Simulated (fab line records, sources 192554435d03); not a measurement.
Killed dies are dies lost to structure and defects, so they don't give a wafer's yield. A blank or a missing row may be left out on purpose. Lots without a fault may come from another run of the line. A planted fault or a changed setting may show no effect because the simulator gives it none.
Which tool did it? | flow n5_finfet | 7 lots, 20 wafers sampled, at 2 steps of a route of 1938

WHAT THE GAUGES READ, wafer by wafer
N5_BEOL_M3_INSPECT_59: inspects for defects (darkfield).
lot  | measured     | on                | raw_defect_count
L574 | day 8 17:37  | defect_inspect-01 | 143 68 69
L573 | day 8 19:56  | defect_inspect-02 | 61 57 54
L579 | day 9 19:17  | defect_inspect-01 | 68 91
L580 | day 10 07:30 | defect_inspect-01 | 56 50 88
L582 | day 11 00:15 | defect_inspect-02 | 98 72 65
L585 | day 11 18:37 | defect_inspect-01 | 54 40 58
L591 | day 13 14:24 | defect_inspect-01 | 75 54 127

WHICH TOOL RAN EACH LOT (tool, then ch and the chambers of the sampled wafers, then the start)
lot  | N5_BEOL_M3_SPUTTER_94
L574 | pvd_sputter-01, day 8 15:48
L573 | pvd_sputter-03, day 8 18:39
L579 | pvd_sputter-01, day 9 17:58
L580 | pvd_sputter-01, day 10 05:57
L582 | pvd_sputter-01, day 10 22:57
L585 | pvd_sputter-03, day 11 17:19
L591 | pvd_sputter-02, day 13 13:02
- N5_BEOL_M3_SPUTTER_94: material Cu, target thk 4.5 nm, time 8.29 s.

THE ANSWER, worked out from the rows above alone
Rule: what is usual is taken from the lots themselves. Put in order of their means at a reading, lots are off if they are a third of the lots or fewer, leave a main group of 4 or more, and stand apart from it by a gap of 3 or more times the standard deviation of the main group's means; of several such gaps the widest counts. A main group whose means are all the same, to the digits that the tables above print for the reading, isn't used. A lot without any number at a reading at which 4 lots or more have one is off too. The other lots that the step has rows for count as sound.
No lot is off at any reading shown: from this, nothing can be told.

WHAT THE SIMULATOR HAD PUT IN
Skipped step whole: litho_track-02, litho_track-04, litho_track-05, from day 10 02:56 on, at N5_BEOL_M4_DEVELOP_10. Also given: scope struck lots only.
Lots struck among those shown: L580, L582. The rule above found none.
